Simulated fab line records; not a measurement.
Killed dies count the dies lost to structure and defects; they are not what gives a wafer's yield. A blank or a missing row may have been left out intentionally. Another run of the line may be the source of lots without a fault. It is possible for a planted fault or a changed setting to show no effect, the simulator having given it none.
Split-lot experiment | flow n5-finfet | on a route of 1938 steps: 7 lots, 39 wafers read

SPLIT DETAILS
At N5_ZERO_LAYER_PECVD_02 (deposits SiO2 from SiH4/N2O, target thk 10 nm, time 6 s), the setting target-thk-a was moved away from the recipe's 100 angstrom on 6 of the 39 wafers read, by -7.1% to +4.7%. All remaining wafers had this setting at the recipe value.

The reading comes from the split's own step.

THE READING
SiO2_of_ZERO_LAYER_PECVD_02.thk-nm (the simulator's own value, which no gauge read), in nm, at N5_ZERO_LAYER_PECVD_02 (deposits SiO2 from SiH4/N2O, target thk 10 nm, time 6 s). The file does not state a usual value for it. Average 9.903 nm, standard deviation 0.12 nm, over the 33 wafers here run with the recipe.

wafer  | tool, chamber at the split | target-thk-a as run, angstrom | against the recipe | SiO2_of_ZERO_LAYER_PECVD_02.thk-nm, nm | against lot-mates on the recipe
L076.1 | pecvd-04, 0                | 100                           | recipe             | 9.846                                  | -
L076.2 | pecvd-04, 2                | 104.7                         | +4.7%              | 10.33                                  | +0.392
L076.3 | pecvd-04, 1                | 100                           | recipe             | 9.879                                  | -
L076.4 | pecvd-04, 1                | 104.7                         | +4.7%              | 10.51                                  | +0.572
L076.5 | pecvd-04, 2                | 104.7                         | +4.7%              | 10.48                                  | +0.542
L076.6 | pecvd-04, 0                | 100                           | recipe             | 10.09                                  | -
L077.1 | pecvd-04, 1                | 100                           | recipe             | 9.782                                  | -
L077.2 | pecvd-04, 0                | 100                           | recipe             | 9.65                                   | -
L077.3 | pecvd-04, 0                | 100                           | recipe             | 9.8                                    | -
L077.4 | pecvd-04, 1                | 100                           | recipe             | 9.981                                  | -
L077.5 | pecvd-04, 1                | 100                           | recipe             | 9.779                                  | -
L077.6 | pecvd-04, 0                | 100                           | recipe             | 9.926                                  | -
L079.1 | pecvd-02, 1                | 100                           | recipe             | 9.707                                  | -
L079.2 | pecvd-02, 0                | 100                           | recipe             | 9.867                                  | -
L079.4 | pecvd-02, 0                | 100                           | recipe             | 9.898                                  | -
L081.1 | pecvd-02, 2                | 100                           | recipe             | 9.753                                  | -
L081.2 | pecvd-02, 0                | 100                           | recipe             | 9.823                                  | -
L081.3 | pecvd-02, 1                | 100                           | recipe             | 9.841                                  | -
L081.4 | pecvd-02, 1                | 100                           | recipe             | 10.05                                  | -
L081.5 | pecvd-02, 2                | 100                           | recipe             | 9.968                                  | -
L081.6 | pecvd-02, 0                | 100                           | recipe             | 9.891                                  | -
L084.1 | pecvd-02, 0                | 100                           | recipe             | 9.929                                  | -
L084.2 | pecvd-02, 2                | 100                           | recipe             | 9.798                                  | -
L084.3 | pecvd-02, 1                | 100                           | recipe             | 9.876                                  | -
L084.4 | pecvd-02, 1                | 100                           | recipe             | 9.992                                  | -
L084.5 | pecvd-02, 0                | 100                           | recipe             | 9.902                                  | -
L084.6 | pecvd-02, 2                | 100                           | recipe             | 9.881                                  | -
L086.1 | pecvd-04, 1                | 100                           | recipe             | 9.883                                  | -
L086.2 | pecvd-04, 2                | 100                           | recipe             | 9.854                                  | -
L086.3 | pecvd-04, 0,1              | 100                           | recipe             | 10.05                                  | -
L086.4 | pecvd-04, 0,1              | 100                           | recipe             | 10.05                                  | -
L086.5 | pecvd-04, 0                | 100                           | recipe             | 9.986                                  | -
L086.6 | pecvd-04, 2                | 100                           | recipe             | 10.09                                  | -
L090.1 | pecvd-03, 2                | 92.88                         | -7.1%              | 9.226                                  | -0.761
L090.2 | pecvd-03, 1                | 92.88                         | -7.1%              | 9.184                                  | -0.803
L090.3 | pecvd-03, 0                | 100                           | recipe             | 9.753                                  | -
L090.4 | pecvd-03, 2                | 92.88                         | -7.1%              | 9.345                                  | -0.642
L090.5 | pecvd-03, 0                | 100                           | recipe             | 9.989                                  | -
L090.6 | pecvd-03, 1                | 100                           | recipe             | 10.22                                  | -
Where a row lists several chambers, the file gives one row for several wafers and doesn't say which wafer went through which chamber.

FIT RESULTS
A straight line over all 39 wafers: SiO2_of_ZERO_LAYER_PECVD_02.thk-nm changes by +0.0987 nm for each +1% of target-thk-a; r = +0.89; the points scatter about the line by 0.12 nm.
The same after taking each lot's own level away (the mean of its wafers on the recipe; 39 wafers): +0.104 nm for each +1%; r = +0.93; scatter 0.1 nm.
On that fit, the largest move of target-thk-a shifts the reading by 0.74 nm.
Across the lots, their own levels run from 9.8197 to 9.9873 nm, a range of 1.4 times the standard deviation given above.
The two slopes are in agreement: the lot-to-lot level therefore moves the slope only a little.
Check: with one of the wafers moved furthest among these (-7.1%) left out of the fit, the line predicts -0.736 nm for it against its lot-mates. Against them it came out at -0.761 nm.

THE FILE'S OWN FIT
SiO2_of_ZERO_LAYER_PECVD_02.thk-nm changes by +0.105 nm for each +1% of target-thk-a, r = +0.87.
